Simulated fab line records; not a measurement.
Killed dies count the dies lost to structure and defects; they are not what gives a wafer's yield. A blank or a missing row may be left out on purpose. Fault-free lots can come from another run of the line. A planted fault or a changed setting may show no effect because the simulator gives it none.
Struck lot and sound lot, side by side | flow nandHarc | 15 out of 1302 route steps
Sound: these wafers, L252.1, L252.2, L252.4. Struck: wafer L250.5. (L250.4 of the same lot was not struck and is left out.) The cause comes at the end.
Per side, at each step with rows, come the tool, then ch with its chambers, and then its first start. Under that, the readings that differ: sound wafers | struck wafers | difference of the means | sigmas: that difference in standard deviations of wafers without a fault.
alike: readings whose means differ by less than 2 such deviations, and words and numbers that are the same on both sides. not compared: withheld readings, readings that some wafer has no value for, bounds like >300 that may hide the same value, and numbers for which the record gives no deviation and whose values overlap.
Wherever a step has rows on one side only, a row that says differs or no value, or a row with sigmas, the two part there. Numbers that have no deviation but don't overlap get no sigmas and don't part them. A reading that every wafer of one side lacks parts them only if that side has two wafers or more.

first, 6 steps without rows for these wafers: NHARC_A_DECK1_JOINT_CVD_34 (deposits SiNx, target thk 20 nm); NHARC_A_DECK1_JOINT_DEP_06 (deposits SiOx, target thk 80 nm); NHARC_A_DECK1_JOINT_CURE_26 (time 32 s); NHARC_A_DECK1_JOINT_ANNEAL_27 (time 3600 s); NHARC_A_DECK1_JOINT_ANNEAL_28 (time 1800 s); NHARC_A_DECK1_JOINT_ANNEAL_29 (time 1800 s).
NHARC_A_DECK1_JOINT_CMP_02: polishes SiOx.
  sound on cmp-03 ch 1,2,3, day 18 07:17; struck on cmp-04 ch 1, day 16 17:21
reading           | sound          | struck | difference | sigmas
motorCurrentA (A) | 12.6 12.8 12.7 | 17.1   | +4.4       | +3
following that, these wafers have no rows for 1 step: NHARC_A_DECK1_JOINT_SRD_15.
NHARC_A_DECK1_JOINT_DEP_16: deposits SiO2, target thk 45 nm.
  sound on pecvd-01 ch 0,2, day 18 07:40; struck on pecvd-02 ch 0, day 16 17:48
  alike: flowSccm, heaterPowerW, throttleValvePct
NHARC_A_DECK1_JOINT_THK_MEAS_17: measures by ellipsometry.
  sound on filmMetro-01, day 18 07:57; struck on filmMetro-01, day 16 17:59
  alike: thkNm
NHARC_A_DECK1_JOINT_INSPECT_05:
  sound on defectInspect-01, day 18 07:59; struck on defectInspect-02, day 16 18:02
  alike: rawDefectCount
NHARC_A_ONON_D2_DEP_00: target thk 1000 nm.
  sound on pecvdOnon-02 ch 0, day 18 08:03; struck on pecvdOnon-03 ch 0, day 16 18:16
  alike: n2oFlowSccm
NHARC_A_ONON_D2_THK_MEAS_02: measures by ellipsometry.
  sound on filmMetro-02, day 18 08:34; struck on filmMetro-01, day 16 18:36
reading    | sound          | struck | difference | sigmas
thkNm (nm) | 1005 1005 1004 | 1522   | +517       | +63
after that, 1 step with no rows for these wafers: NHARC_A_ONON_D2_DEP_03 (target thk 1000 nm).
-- break in the record here, with 12 days between the starts of the struck wafers on either side (left off in module A_ONON_D2, picked up again in module END, where the first step shown is number 1302 on the route) --
NHARC_END_SORT_01:
  sound on prober-02 ch 0, day 30 12:38; struck on prober-01 ch 0, day 29 00:48
reading           | sound    | struck | difference | sigmas
killedAtArray     | 58 49 51 | 668    | +615       | +31
killedAtPeriphery | 1 2 0    | 8      | +7         | +2
killedDies        | 59 51 52 | 677    | +623       | +30
  alike: killedAtOther, killedOpen, killedShort

== WHERE THEY PART ==
Last at NHARC_END_SORT_01 as far as this record goes, first at NHARC_A_DECK1_JOINT_CMP_02.

WHY: what the simulator had put in
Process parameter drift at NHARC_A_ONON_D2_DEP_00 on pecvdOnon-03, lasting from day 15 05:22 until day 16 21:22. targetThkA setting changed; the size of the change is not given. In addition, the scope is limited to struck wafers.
